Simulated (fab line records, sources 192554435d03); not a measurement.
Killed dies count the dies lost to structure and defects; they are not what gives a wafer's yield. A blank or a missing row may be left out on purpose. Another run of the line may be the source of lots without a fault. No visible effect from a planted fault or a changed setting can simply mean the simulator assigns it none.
2 desks looking at one fault || flow n5-finfet || only its own numbers are on each desk; what lay behind them is given at the end

== THE TOOL OWNER'S DESK: rie-diel-01 ==
The tool's own readings at N5_BEOL_M15_ETCH_38 (etches SiCN in CF4/N2, target depth 106.4 nm, time 120.5 s): means of the sampled wafers that have a number, for each lot that ran on this tool. If a lot's mean is further than 4 standard deviations from the usual mean, the lot is out of limits and carries the mark OUT (the distance appears in the brackets).
Columns: A = bias-w at N5_BEOL_M15_ETCH_38, usual 69.97 W; B = drypump-motor-current-A at N5_BEOL_M15_ETCH_38, usual 5.9 A; C = oes-product-au at N5_BEOL_M15_ETCH_38, usual 0.82 a.u.; D = rf-fwd-power-W at N5_BEOL_M15_ETCH_38, usual 428.6 W; E = rf-vpp-V at N5_BEOL_M15_ETCH_38, usual 382.5 V; F = showerhead-plenum-p-Torr at N5_BEOL_M15_ETCH_38, usual 2.22 Torr; G = throttle-valve-pct at N5_BEOL_M15_ETCH_38, usual 15.4 %
{"lot": "L984", "first seen here": "day 12 05:38", "A": 69.58, "B": 6.2, "C": 0.69, "D": 429.5, "E": 380.0, "F": 2.12, "G": 15.6}
{"lot": "L985", "first seen here": "day 12 11:52", "A": 69.92, "B": 6.0, "C": 0.69, "D": 429.1, "E": 381.2, "F": 2.18, "G": 15.7}
{"lot": "L994", "first seen here": "day 14 22:36", "A": 69.83, "B": 5.6, "C": 1.04, "D": 428.7, "E": 382.4, "F": 2.19, "G": 15.5}
This desk's verdict: no lot among the 3 shows anything out of limits.

== AT THE METROLOGY DESK ==
Lot by lot, what the gauges showed, no matter which tool ran the lot: averages of those sampled wafers that carry a number. If a lot's mean is further than 4 standard deviations from the usual mean, the lot is out of limits and carries the mark OUT (the distance appears in the brackets).
Columns: A = cd-nm at N5_BEOL_M15_CD_MEAS_17, usual 361.1 nm
{"lot": "L984", "first seen here": "day 11 23:43", "A": 356.7}
{"lot": "L983", "first seen here": "day 12 02:10", "A": 361.6}
{"lot": "L985", "first seen here": "day 12 08:09", "A": 361.1}
{"lot": "L990", "first seen here": "day 13 06:25", "A": 359.8}
{"lot": "L992", "first seen here": "day 13 23:17", "A": 361.2}
{"lot": "L993", "first seen here": "day 14 07:58", "A": 362.7}
{"lot": "L994", "first seen here": "day 14 11:03", "A": 360.2}
{"lot": "L104", "first seen here": "day 17 03:38", "A": 361.6}
{"lot": "L105", "first seen here": "day 17 12:43", "A": 360.3}
{"lot": "L106", "first seen here": "day 17 16:49", "A": 360.7}
This desk's verdict: no lot among the 10 shows anything out of limits.

== PUT TOGETHER ==
Nothing out of limits was seen by the tool owner's desk.
Metrology desk: nothing out of limits seen.

== WHAT THE SIMULATOR HAD PUT IN ==
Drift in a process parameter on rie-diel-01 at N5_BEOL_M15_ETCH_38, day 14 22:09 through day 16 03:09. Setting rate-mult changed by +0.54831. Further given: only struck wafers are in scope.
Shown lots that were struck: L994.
